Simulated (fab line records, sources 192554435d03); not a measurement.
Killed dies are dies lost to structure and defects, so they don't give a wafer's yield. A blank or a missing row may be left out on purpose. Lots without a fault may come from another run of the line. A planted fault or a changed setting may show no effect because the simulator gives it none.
A struck lot beside a sound one | flow n5_finfet | 15 steps out of a route of 1938
Sound: wafers L779.1, L779.2, L779.3. Struck: wafer L793.6. (L793.1, L793.4 of the same lot were not struck and are left out.) The cause comes at the end.
At each step with rows: each side's tool, then ch and its chambers, then its first start. Under that, the readings that differ: sound wafers | struck wafers | difference of the means | sigmas: that difference in standard deviations of wafers without a fault.
alike: readings whose means differ by less than 2 such deviations, and words and numbers that are the same on both sides. not compared: withheld readings, readings that some wafer has no value for, bounds like >300 that may hide the same value, and numbers for which the record gives no deviation and whose values overlap.
The two part at a step that has a row with sigmas, a row that says differs or no value, or rows on one side only. Numbers that don't overlap but have no deviation are shown without sigmas and don't part them. A reading that every wafer of one side lacks parts them only if that side has two wafers or more.

first, 7 steps without rows for these wafers: N5_BEOL_M6_COAT_71 (time 60 s, resist thk 5 nm); N5_BEOL_M6_COAT_22 (resist thk 30 nm); N5_BEOL_M6_EBR_24; N5_BEOL_M6_SOFTBAKE_23 (time 60 s); N5_BEOL_M6_EXPOSE_25 (exposes mask V5, target cd 40 nm); N5_BEOL_M6_PEB_26 (peb time 60 s); N5_BEOL_M6_DEVELOP_27 (develop time 30 s).
N5_BEOL_M6_CD_MEAS_28: target cd 40 nm.
  sound on cd_sem-02 ch 0, day 10 00:01; struck on cd_sem-03 ch 0, day 12 21:10
  alike: cd_nm
N5_BEOL_M6_OVL_MEAS_29:
  sound on overlay-02 ch 0, day 10 00:02; struck on overlay-02 ch 0, day 12 21:12
  reading     | sound          | struck | difference | sigmas
  V5_OVL (nm) | -1.7 -1.2 -1.5 | 1.3    | +2.8       | +4
N5_BEOL_M6_INSPECT_30: inspects for defects (brightfield).
  sound on defect_inspect-02, day 10 00:06; struck on defect_inspect-02, day 12 21:16
  alike: raw_defect_count
N5_BEOL_M6_DESCUM_33: chemistry O2, time 7 s.
  sound on rie_diel-04 ch 1,2,3, day 10 00:25; struck on rie_diel-04 ch 3, day 12 21:22
  alike: drypump_motor_current_A, oes_product_au, rf_vpp_V, showerhead_plenum_p_Torr, throttle_valve_pct
  not compared: rf_hours_counter_h
N5_BEOL_M6_ETCH_72: etches underlayer in N2/H2, target depth 6.5 nm, time 5.2 s.
  sound on rie_diel-04 ch 1,2,3, day 10 00:27; struck on rie_diel-04 ch 3, day 12 21:24
  alike: drypump_motor_current_A, etch_rf_on_time_s, h2_flow_sccm, oes_product_au, rf_vpp_V, showerhead_plenum_p_Torr, throttle_valve_pct
  not compared: rf_hours_counter_h
N5_BEOL_M6_ETCH_65: etches SiARC in CF4, target depth 15.6 nm, time 26 s.
  sound on rie_diel-04 ch 1,2,3, day 10 00:28; struck on rie_diel-04 ch 3, day 12 21:25
  reading               | sound          | struck | difference | sigmas
  etch_rf_on_time_s (s) | 25.5 26.6 26.2 | 18.4   | -7.7       | -11
  alike: drypump_motor_current_A, oes_product_au, rf_vpp_V, showerhead_plenum_p_Torr, throttle_valve_pct
  not compared: rf_hours_counter_h
N5_BEOL_M6_ETCH_66: etches SOC in N2/H2, target depth 80 nm, overetch 16 nm, time 120 s.
  sound on rie_diel-04 ch 1,2,3, day 10 00:29; struck on rie_diel-04 ch 3, day 12 21:26
  alike: drypump_motor_current_A, h2_flow_sccm, oes_product_au, rf_vpp_V, showerhead_plenum_p_Torr, throttle_valve_pct
  not compared: rf_hours_counter_h
N5_PASSIVATION_PROBE_49:
  the record has rows for the sound wafers here (prober-02, day 13 10:04) and none for the struck ones

WHERE THEY PART
First at N5_BEOL_M6_OVL_MEAS_29; last, within this record, at N5_PASSIVATION_PROBE_49.

WHY: what the simulator had put in
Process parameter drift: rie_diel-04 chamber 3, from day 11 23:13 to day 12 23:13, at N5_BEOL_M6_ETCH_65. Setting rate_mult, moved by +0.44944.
